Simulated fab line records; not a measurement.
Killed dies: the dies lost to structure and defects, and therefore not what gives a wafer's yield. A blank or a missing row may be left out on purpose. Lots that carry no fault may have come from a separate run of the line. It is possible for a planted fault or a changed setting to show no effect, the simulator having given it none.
Matching of chambers || flow nand_harc || NHARC_P_M0_PRE_CLEAN_31 on pecvd-01 has 3 sister chambers
The step time 12 s. 3 wafers are shown with their chamber, then 10 later ones without.

## EACH WAFER AND ITS CHAMBER
{"wafer": "L085.5", "chamber": 0, "heater_power_w (W)": 612}
{"wafer": "L086.1", "chamber": 2, "heater_power_w (W)": 624}
{"wafer": "L086.2", "chamber": 1, "heater_power_w (W)": 670}

## WAFERS MISSING THEIR CHAMBER
{"wafer": "L086.4", "heater_power_w (W)": 600}
{"wafer": "L089.1", "heater_power_w (W)": 609}
{"wafer": "L089.3", "heater_power_w (W)": 571}
{"wafer": "L089.5", "heater_power_w (W)": 571}
{"wafer": "L096.2", "heater_power_w (W)": 669}
{"wafer": "L096.5", "heater_power_w (W)": 673}
{"wafer": "L096.6", "heater_power_w (W)": 656}
{"wafer": "L097.2", "heater_power_w (W)": 608}
{"wafer": "L097.3", "heater_power_w (W)": 617}
{"wafer": "L097.5", "heater_power_w (W)": 609}

## EACH ONE'S CHAMBER
{"wafer": "L086.4", "from the rows above": "can't be placed: 0 or 2", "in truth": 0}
{"wafer": "L089.1", "from the rows above": "can't be placed: 0 or 2", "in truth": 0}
{"wafer": "L089.3", "from the rows above": "can't be placed: 0 or 2", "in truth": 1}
{"wafer": "L089.5", "from the rows above": "can't be placed: 0 or 2", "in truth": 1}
{"wafer": "L096.2", "from the rows above": 1, "in truth": 1}
{"wafer": "L096.5", "from the rows above": 1, "in truth": 1}
{"wafer": "L096.6", "from the rows above": "can't be placed: 1 or 2 or 0", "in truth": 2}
{"wafer": "L097.2", "from the rows above": "can't be placed: 0 or 2", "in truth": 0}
{"wafer": "L097.3", "from the rows above": "can't be placed: 0 or 2", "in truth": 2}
{"wafer": "L097.5", "from the rows above": "can't be placed: 0 or 2", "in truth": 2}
Correctly placed: 2 of 10. Can't be placed from these rows: 8 (the true chamber is among the candidates in 6). Number placed wrongly: 0.
How it was worked out, from the rows above alone: a wafer's distance from a chamber is the root of the sum, over the readings, of the square of ((its reading less the chamber's mean) divided by the reading's scatter). If the next closest chamber is less than 2 further off than the closest, the wafer can't be placed; otherwise it belongs to the closest. For every chamber, the mean is computed from those of its wafers that are shown. The scatter: with one shown wafer a chamber, the root of the mean of the squares of how far each hidden wafer lies from its nearest shown one.
